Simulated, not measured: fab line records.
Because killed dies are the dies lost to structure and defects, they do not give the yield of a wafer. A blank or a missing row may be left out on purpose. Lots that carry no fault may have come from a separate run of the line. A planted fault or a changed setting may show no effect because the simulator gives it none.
What tool caused it? / flow nand_harc / 24 lots, 72 wafers sampled, at 5 steps of a route of 1302

== WHAT THE GAUGES SHOWED, per wafer ==
NHARC_P_M0_INSPECT_11.
lot=L074; measured=day 5 21:45; on=defect_inspect-02; raw_defect_count=4 4 2
lot=L075; measured=day 6 17:42; on=defect_inspect-02; raw_defect_count=4 2 2
lot=L076; measured=day 6 17:59; on=defect_inspect-01; raw_defect_count=6 13 8
lot=L077; measured=day 7 10:47; on=defect_inspect-01; raw_defect_count=7 5 4
lot=L078; measured=day 7 14:43; on=defect_inspect-02; raw_defect_count=3 3 5
lot=L079; measured=day 8 07:02; on=defect_inspect-01; raw_defect_count=4 2 3
lot=L080; measured=day 8 16:54; on=defect_inspect-01; raw_defect_count=3 3 1
lot=L081; measured=day 9 06:14; on=defect_inspect-01; raw_defect_count=6 4 7
lot=L082; measured=day 9 12:21; on=defect_inspect-02; raw_defect_count=2 3 5
lot=L083; measured=day 10 08:26; on=defect_inspect-01; raw_defect_count=10 6 5
lot=L085; measured=day 10 15:36; on=defect_inspect-01; raw_defect_count=7 9 8
lot=L084; measured=day 10 16:07; on=defect_inspect-01; raw_defect_count=7 6 6
lot=L086; measured=day 11 06:24; on=defect_inspect-01; raw_defect_count=1 4 4
lot=L087; measured=day 11 09:05; on=defect_inspect-01; raw_defect_count=2 2 3
lot=L088; measured=day 12 04:01; on=defect_inspect-02; raw_defect_count=1 3 3
lot=L089; measured=day 12 04:30; on=defect_inspect-01; raw_defect_count=8 9 8
lot=L090; measured=day 12 15:59; on=defect_inspect-02; raw_defect_count=4 2 6
lot=L091; measured=day 13 05:07; on=defect_inspect-02; raw_defect_count=0 1 2
lot=L092; measured=day 13 11:28; on=defect_inspect-02; raw_defect_count=5 2 4
lot=L093; measured=day 13 21:19; on=defect_inspect-02; raw_defect_count=6 10 5
lot=L094; measured=day 14 08:43; on=defect_inspect-02; raw_defect_count=6 6 4
lot=L095; measured=day 14 23:34; on=defect_inspect-01; raw_defect_count=5 2 3
lot=L096; measured=day 15 02:27; on=defect_inspect-01; raw_defect_count=8 2 1
lot=L097; measured=day 15 14:24; on=defect_inspect-01; raw_defect_count=6 4 2

NHARC_P_M0_CD_MEAS_16.
lot=L074; measured=day 5 22:20; on=cd_sem-02; cd_nm (nm)=89.3 90.3 90.1
lot=L075; measured=day 6 18:49; on=cd_sem-02; cd_nm (nm)=89.5 89.1 89.9
lot=L076; measured=day 6 18:20; on=cd_sem-02; cd_nm (nm)=89.2 88.9 90.6
lot=L077; measured=day 7 11:16; on=cd_sem-01; cd_nm (nm)=90.0 89.4 89.4
lot=L078; measured=day 7 15:05; on=cd_sem-03; cd_nm (nm)=90.8 90.8 90.6
lot=L079; measured=day 8 07:51; on=cd_sem-01; cd_nm (nm)=89.2 90.3 89.0
lot=L080; measured=day 8 17:16; on=cd_sem-01; cd_nm (nm)=90.6 89.8 89.4
lot=L081; measured=day 9 06:36; on=cd_sem-02; cd_nm (nm)=90.4 89.8 88.7
lot=L082; measured=day 9 12:43; on=cd_sem-03; cd_nm (nm)=90.5 90.4 89.0
lot=L083; measured=day 10 08:50; on=cd_sem-02; cd_nm (nm)=90.2 89.6 89.3
lot=L085; measured=day 10 15:58; on=cd_sem-01; cd_nm (nm)=89.9 88.3 90.3
lot=L084; measured=day 10 16:35; on=cd_sem-03; cd_nm (nm)=89.7 90.0 91.1
lot=L086; measured=day 11 06:50; on=cd_sem-03; cd_nm (nm)=89.4 89.6 90.1
lot=L087; measured=day 11 09:31; on=cd_sem-02; cd_nm (nm)=88.2 89.3 88.2
lot=L088; measured=day 12 04:22; on=cd_sem-02; cd_nm (nm)=90.0 89.3 89.1
lot=L089; measured=day 12 04:55; on=cd_sem-01; cd_nm (nm)=90.5 88.5 88.6
lot=L090; measured=day 12 16:21; on=cd_sem-02; cd_nm (nm)=90.4 91.0 90.1
lot=L091; measured=day 13 05:28; on=cd_sem-03; cd_nm (nm)=89.6 90.0 88.2
lot=L092; measured=day 13 11:50; on=cd_sem-02; cd_nm (nm)=90.4 89.9 90.3
lot=L093; measured=day 13 21:40; on=cd_sem-03; cd_nm (nm)=90.2 90.5 90.1
lot=L094; measured=day 14 09:08; on=cd_sem-01; cd_nm (nm)=90.4 90.6 90.0
lot=L095; measured=day 14 23:55; on=cd_sem-02; cd_nm (nm)=90.3 91.1 90.5
lot=L096; measured=day 15 02:49; on=cd_sem-01; cd_nm (nm)=89.8 89.6 90.5
lot=L097; measured=day 15 14:48; on=cd_sem-02; cd_nm (nm)=90.1 89.7 91.4

NHARC_P_M0_THK_MEAS_24: measures by xrf.
lot=L074; measured=day 6 00:20; on=film_metro-01; thk_nm (nm)=117.2 117.6 119.7
lot=L075; measured=day 6 21:08; on=film_metro-02; thk_nm (nm)=119.0 115.7 118.2
lot=L076; measured=day 6 20:22; on=film_metro-02; thk_nm (nm)=117.4 119.9 119.4
lot=L077; measured=day 7 13:16; on=film_metro-02; thk_nm (nm)=118.8 118.0 115.4
lot=L078; measured=day 7 17:05; on=film_metro-02; thk_nm (nm)=118.3 118.7 118.3
lot=L079; measured=day 8 09:51; on=film_metro-01; thk_nm (nm)=117.5 116.6 121.0
lot=L080; measured=day 8 19:17; on=film_metro-02; thk_nm (nm)=118.7 120.8 117.7
lot=L081; measured=day 9 08:37; on=film_metro-01; thk_nm (nm)=119.6 119.3 117.7
lot=L082; measured=day 9 14:44; on=film_metro-02; thk_nm (nm)=116.9 118.6 116.7
lot=L083; measured=day 10 10:55; on=film_metro-02; thk_nm (nm)=119.1 116.9 116.9
lot=L085; measured=day 10 17:59; on=film_metro-01; thk_nm (nm)=116.6 116.6 117.8
lot=L084; measured=day 10 18:36; on=film_metro-01; thk_nm (nm)=119.1 119.2 119.3
lot=L086; measured=day 11 08:51; on=film_metro-02; thk_nm (nm)=114.1 115.8 117.8
lot=L087; measured=day 11 11:45; on=film_metro-02; thk_nm (nm)=117.9 117.8 118.1
lot=L088; measured=day 12 06:25; on=film_metro-02; thk_nm (nm)=118.0 118.1 117.9
lot=L089; measured=day 12 06:56; on=film_metro-02; thk_nm (nm)=118.0 117.5 117.9
lot=L090; measured=day 12 18:22; on=film_metro-02; thk_nm (nm)=119.3 115.9 118.2
lot=L091; measured=day 13 07:29; on=film_metro-01; thk_nm (nm)=117.6 120.3 116.6
lot=L092; measured=day 13 13:50; on=film_metro-01; thk_nm (nm)=118.7 117.6 117.6
lot=L093; measured=day 13 23:42; on=film_metro-01; thk_nm (nm)=118.0 118.2 116.3
lot=L094; measured=day 14 11:08; on=film_metro-01; thk_nm (nm)=117.8 116.8 118.7
lot=L095; measured=day 15 01:56; on=film_metro-01; thk_nm (nm)=116.3 117.5 114.9
lot=L096; measured=day 15 05:25; on=film_metro-02; thk_nm (nm)=115.9 116.2 113.2
lot=L097; measured=day 15 17:01; on=film_metro-01; thk_nm (nm)=117.0 114.1 115.6

== WHAT TOOL EACH LOT RAN ON (gives the tool, then ch and the chambers of the sampled wafers, and finally the start) ==
lot=L074; NHARC_P_CONTACT_ETCH_36=rie_diel-06 ch 2,3, day 5 21:45 or earlier; NHARC_P_M0_PRE_CLEAN_29=pvd_sputter-03, day 6 00:20 or earlier
lot=L075; NHARC_P_CONTACT_ETCH_36=rie_diel-02 ch 0,2,3, day 6 17:42 or earlier; NHARC_P_M0_PRE_CLEAN_29=pvd_sputter-03, day 6 21:08 or earlier
lot=L076; NHARC_P_CONTACT_ETCH_36=rie_diel-13 ch 0,1, day 6 17:59 or earlier; NHARC_P_M0_PRE_CLEAN_29=pvd_sputter-01, day 6 20:22 or earlier
lot=L077; NHARC_P_CONTACT_ETCH_36=rie_diel-02 ch 0,1,2, day 7 10:47 or earlier; NHARC_P_M0_PRE_CLEAN_29=pvd_sputter-03, day 7 13:16 or earlier
lot=L078; NHARC_P_CONTACT_ETCH_36=rie_diel-13 ch 1,3, day 7 14:43 or earlier; NHARC_P_M0_PRE_CLEAN_29=pvd_sputter-03, day 7 17:05 or earlier
lot=L079; NHARC_P_CONTACT_ETCH_36=rie_diel-06 ch 2,3, day 8 07:02 or earlier; NHARC_P_M0_PRE_CLEAN_29=pvd_sputter-01, day 8 09:51 or earlier
lot=L080; NHARC_P_CONTACT_ETCH_36=rie_diel-06 ch 0,3, day 8 16:54 or earlier; NHARC_P_M0_PRE_CLEAN_29=pvd_sputter-01, day 8 19:17 or earlier
lot=L081; NHARC_P_CONTACT_ETCH_36=rie_diel-13 ch 1,2, day 9 06:14 or earlier; NHARC_P_M0_PRE_CLEAN_29=pvd_sputter-03, day 9 08:37 or earlier
lot=L082; NHARC_P_CONTACT_ETCH_36=rie_diel-13 ch 0,1,2, day 9 12:21 or earlier; NHARC_P_M0_PRE_CLEAN_29=pvd_sputter-03, day 9 14:44 or earlier
lot=L083; NHARC_P_CONTACT_ETCH_36=rie_diel-06 ch 1,3, day 10 08:26 or earlier; NHARC_P_M0_PRE_CLEAN_29=pvd_sputter-02, day 10 10:55 or earlier
lot=L085; NHARC_P_CONTACT_ETCH_36=rie_diel-02 ch 0,1,3, day 10 15:36 or earlier; NHARC_P_M0_PRE_CLEAN_29=pvd_sputter-03, day 10 17:59 or earlier
lot=L084; NHARC_P_CONTACT_ETCH_36=rie_diel-13 ch 0,1,2, day 10 16:07 or earlier; NHARC_P_M0_PRE_CLEAN_29=pvd_sputter-02, day 10 18:36 or earlier
lot=L086; NHARC_P_CONTACT_ETCH_36=rie_diel-02 ch 0,1, day 11 06:24 or earlier; NHARC_P_M0_PRE_CLEAN_29=pvd_sputter-01, day 11 08:51 or earlier
lot=L087; NHARC_P_CONTACT_ETCH_36=rie_diel-06 ch 0,1,2, day 11 09:05 or earlier; NHARC_P_M0_PRE_CLEAN_29=pvd_sputter-01, day 11 11:45 or earlier
lot=L088; NHARC_P_CONTACT_ETCH_36=rie_diel-06 ch 0,2,3, day 12 04:01 or earlier; NHARC_P_M0_PRE_CLEAN_29=pvd_sputter-02, day 12 06:25 or earlier
lot=L089; NHARC_P_CONTACT_ETCH_36=rie_diel-02 ch 0,3, day 12 04:30 or earlier; NHARC_P_M0_PRE_CLEAN_29=pvd_sputter-01, day 12 06:56 or earlier
lot=L090; NHARC_P_CONTACT_ETCH_36=rie_diel-02 ch 0,1, day 12 15:59 or earlier; NHARC_P_M0_PRE_CLEAN_29=pvd_sputter-03, day 12 18:22 or earlier
lot=L091; NHARC_P_CONTACT_ETCH_36=rie_diel-02 ch 1,2,3, day 13 05:07 or earlier; NHARC_P_M0_PRE_CLEAN_29=pvd_sputter-02, day 13 07:29 or earlier
lot=L092; NHARC_P_CONTACT_ETCH_36=rie_diel-06 ch 1,2,3, day 13 11:28 or earlier; NHARC_P_M0_PRE_CLEAN_29=pvd_sputter-02, day 13 13:50 or earlier
lot=L093; NHARC_P_CONTACT_ETCH_36=rie_diel-13 ch 0,1,3, day 13 21:19 or earlier; NHARC_P_M0_PRE_CLEAN_29=pvd_sputter-02, day 13 23:42 or earlier
lot=L094; NHARC_P_CONTACT_ETCH_36=rie_diel-13 ch 0,2,3, day 14 08:43 or earlier; NHARC_P_M0_PRE_CLEAN_29=pvd_sputter-01, day 14 11:08 or earlier
lot=L095; NHARC_P_CONTACT_ETCH_36=rie_diel-13 ch 0,2,3, day 14 23:34 or earlier; NHARC_P_M0_PRE_CLEAN_29=pvd_sputter-01, day 15 01:56 or earlier
lot=L096; NHARC_P_CONTACT_ETCH_36=rie_diel-06 ch 1,2,3, day 15 02:27 or earlier; NHARC_P_M0_PRE_CLEAN_29=pvd_sputter-03, day 15 05:25 or earlier
lot=L097; NHARC_P_CONTACT_ETCH_36=rie_diel-06 ch 1,2,3, day 15 14:24 or earlier; NHARC_P_M0_PRE_CLEAN_29=pvd_sputter-02, day 15 17:01 or earlier
- NHARC_P_CONTACT_ETCH_36: etches the open film in N2/H2, target depth 260 nm, time 406.25 s.
- NHARC_P_M0_PRE_CLEAN_29: time 30 s.

== WHAT THE TOOLS THEMSELVES READ (means of the sampled wafers that have a number; where no wafer has one, the mark that the record gives instead) ==
NHARC_P_CONTACT_ETCH_36.
lot=L074; tool=rie_diel-06; drypump_motor_current_A (A)=5.8; oes_product_au (a.u.)=1.008; rf_vpp_V (V)=432.6; showerhead_plenum_p_Torr (Torr)=2.11; throttle_valve_pct (%)=14.165
lot=L075; tool=rie_diel-02; drypump_motor_current_A (A)=5.6; oes_product_au (a.u.)=1.000; rf_vpp_V (V)=432.1; showerhead_plenum_p_Torr (Torr)=2.11; throttle_valve_pct (%)=14.174
lot=L076; tool=rie_diel-13; drypump_motor_current_A (A)=5.6; oes_product_au (a.u.)=0.998; rf_vpp_V (V)=428.8; showerhead_plenum_p_Torr (Torr)=1.97; throttle_valve_pct (%)=14.172
lot=L077; tool=rie_diel-02; drypump_motor_current_A (A)=5.4; oes_product_au (a.u.)=1.012; rf_vpp_V (V)=432.0; showerhead_plenum_p_Torr (Torr)=2.10; throttle_valve_pct (%)=14.179
lot=L078; tool=rie_diel-13; drypump_motor_current_A (A)=5.6; oes_product_au (a.u.)=0.999; rf_vpp_V (V)=433.1; showerhead_plenum_p_Torr (Torr)=2.14; throttle_valve_pct (%)=14.172
lot=L079; tool=rie_diel-06; drypump_motor_current_A (A)=6.0; oes_product_au (a.u.)=0.992; rf_vpp_V (V)=431.4; showerhead_plenum_p_Torr (Torr)=2.07; throttle_valve_pct (%)=14.171
lot=L080; tool=rie_diel-06; drypump_motor_current_A (A)=5.7; oes_product_au (a.u.)=0.998; rf_vpp_V (V)=427.9; showerhead_plenum_p_Torr (Torr)=1.94; throttle_valve_pct (%)=14.168
lot=L081; tool=rie_diel-13; drypump_motor_current_A (A)=5.4; oes_product_au (a.u.)=1.004; rf_vpp_V (V)=433.3; showerhead_plenum_p_Torr (Torr)=2.14; throttle_valve_pct (%)=14.169
lot=L082; tool=rie_diel-13; drypump_motor_current_A (A)=5.6; oes_product_au (a.u.)=0.994; rf_vpp_V (V)=430.7; showerhead_plenum_p_Torr (Torr)=2.06; throttle_valve_pct (%)=14.160
lot=L083; tool=rie_diel-06; drypump_motor_current_A (A)=5.2; oes_product_au (a.u.)=1.005; rf_vpp_V (V)=430.9; showerhead_plenum_p_Torr (Torr)=2.04; throttle_valve_pct (%)=14.167
lot=L085; tool=rie_diel-02; drypump_motor_current_A (A)=5.6; oes_product_au (a.u.)=1.000; rf_vpp_V (V)=431.2; showerhead_plenum_p_Torr (Torr)=2.07; throttle_valve_pct (%)=14.164
lot=L084; tool=rie_diel-13; drypump_motor_current_A (A)=5.6; oes_product_au (a.u.)=0.988; rf_vpp_V (V)=430.9; showerhead_plenum_p_Torr (Torr)=2.06; throttle_valve_pct (%)=14.169
lot=L086; tool=rie_diel-02; drypump_motor_current_A (A)=5.5; oes_product_au (a.u.)=0.999; rf_vpp_V (V)=431.2; showerhead_plenum_p_Torr (Torr)=2.06; throttle_valve_pct (%)=14.179
lot=L087; tool=rie_diel-06; drypump_motor_current_A (A)=5.3; oes_product_au (a.u.)=1.005; rf_vpp_V (V)=430.3; showerhead_plenum_p_Torr (Torr)=2.04; throttle_valve_pct (%)=14.167
lot=L088; tool=rie_diel-06; drypump_motor_current_A (A)=5.8; oes_product_au (a.u.)=0.997; rf_vpp_V (V)=430.3; showerhead_plenum_p_Torr (Torr)=2.02; throttle_valve_pct (%)=14.180
lot=L089; tool=rie_diel-02; drypump_motor_current_A (A)=5.4; oes_product_au (a.u.)=1.005; rf_vpp_V (V)=431.3; showerhead_plenum_p_Torr (Torr)=2.08; throttle_valve_pct (%)=14.165
lot=L090; tool=rie_diel-02; drypump_motor_current_A (A)=5.5; oes_product_au (a.u.)=0.998; rf_vpp_V (V)=430.6; showerhead_plenum_p_Torr (Torr)=2.06; throttle_valve_pct (%)=14.174
lot=L091; tool=rie_diel-02; drypump_motor_current_A (A)=5.8; oes_product_au (a.u.)=1.004; rf_vpp_V (V)=432.4; showerhead_plenum_p_Torr (Torr)=2.10; throttle_valve_pct (%)=14.171
lot=L092; tool=rie_diel-06; drypump_motor_current_A (A)=5.5; oes_product_au (a.u.)=0.997; rf_vpp_V (V)=432.8; showerhead_plenum_p_Torr (Torr)=2.08; throttle_valve_pct (%)=14.169
lot=L093; tool=rie_diel-13; drypump_motor_current_A (A)=5.7; oes_product_au (a.u.)=0.991; rf_vpp_V (V)=430.8; showerhead_plenum_p_Torr (Torr)=2.07; throttle_valve_pct (%)=14.175
lot=L094; tool=rie_diel-13; drypump_motor_current_A (A)=5.8; oes_product_au (a.u.)=0.994; rf_vpp_V (V)=432.0; showerhead_plenum_p_Torr (Torr)=2.08; throttle_valve_pct (%)=14.177
lot=L095; tool=rie_diel-13; drypump_motor_current_A (A)=5.8; oes_product_au (a.u.)=0.988; rf_vpp_V (V)=432.8; showerhead_plenum_p_Torr (Torr)=2.08; throttle_valve_pct (%)=14.171
lot=L096; tool=rie_diel-06; drypump_motor_current_A (A)=5.5; oes_product_au (a.u.)=1.003; rf_vpp_V (V)=431.6; showerhead_plenum_p_Torr (Torr)=2.08; throttle_valve_pct (%)=14.165
lot=L097; tool=rie_diel-06; drypump_motor_current_A (A)=5.5; oes_product_au (a.u.)=1.001; rf_vpp_V (V)=431.8; showerhead_plenum_p_Torr (Torr)=2.08; throttle_valve_pct (%)=14.175

NHARC_P_M0_PRE_CLEAN_29.
lot=L074; tool=pvd_sputter-03; heater_power_w (W)=422
lot=L075; tool=pvd_sputter-03; heater_power_w (W)=414
lot=L076; tool=pvd_sputter-01; heater_power_w (W)=411
lot=L077; tool=pvd_sputter-03; heater_power_w (W)=442
lot=L078; tool=pvd_sputter-03; heater_power_w (W)=438
lot=L079; tool=pvd_sputter-01; heater_power_w (W)=377
lot=L080; tool=pvd_sputter-01; heater_power_w (W)=367
lot=L081; tool=pvd_sputter-03; heater_power_w (W)=475
lot=L082; tool=pvd_sputter-03; heater_power_w (W)=462
lot=L083; tool=pvd_sputter-02; heater_power_w (W)=340
lot=L085; tool=pvd_sputter-03; heater_power_w (W)=429
lot=L084; tool=pvd_sputter-02; heater_power_w (W)=335
lot=L086; tool=pvd_sputter-01; heater_power_w (W)=402
lot=L087; tool=pvd_sputter-01; heater_power_w (W)=393
lot=L088; tool=pvd_sputter-02; heater_power_w (W)=335
lot=L089; tool=pvd_sputter-01; heater_power_w (W)=389
lot=L090; tool=pvd_sputter-03; heater_power_w (W)=429
lot=L091; tool=pvd_sputter-02; heater_power_w (W)=377
lot=L092; tool=pvd_sputter-02; heater_power_w (W)=369
lot=L093; tool=pvd_sputter-02; heater_power_w (W)=356
lot=L094; tool=pvd_sputter-01; heater_power_w (W)=402
lot=L095; tool=pvd_sputter-01; heater_power_w (W)=397
lot=L096; tool=pvd_sputter-03; heater_power_w (W)=418
lot=L097; tool=pvd_sputter-02; heater_power_w (W)=351

== THE ANSWER, worked out from the rows above alone ==
Rule: what is usual is taken from the lots themselves. The widest of any qualifying gaps counts: lots, ordered by their means at a reading, are off when they make up no more than a third of the lots, leave a main group of 4 or more, and stand apart from it by 3 or more times the standard deviation of that group's means. If all means in a main group match to the digits the tables above print for the reading, that group is not used. A lot without any number at a reading at which 4 lots or more have one is off too. The other lots that the step has rows for count as sound. The gauges are gone through in route order, then the tools' own readings, and for those a lot's mean is taken as printed above. At the first step where some lot is off, the reading lying furthest off is the one used; lots without a number count as furthest.
No lot is off on any of the readings shown, so nothing can be concluded from this.

== WHAT THE SIMULATOR HAD PUT IN ==
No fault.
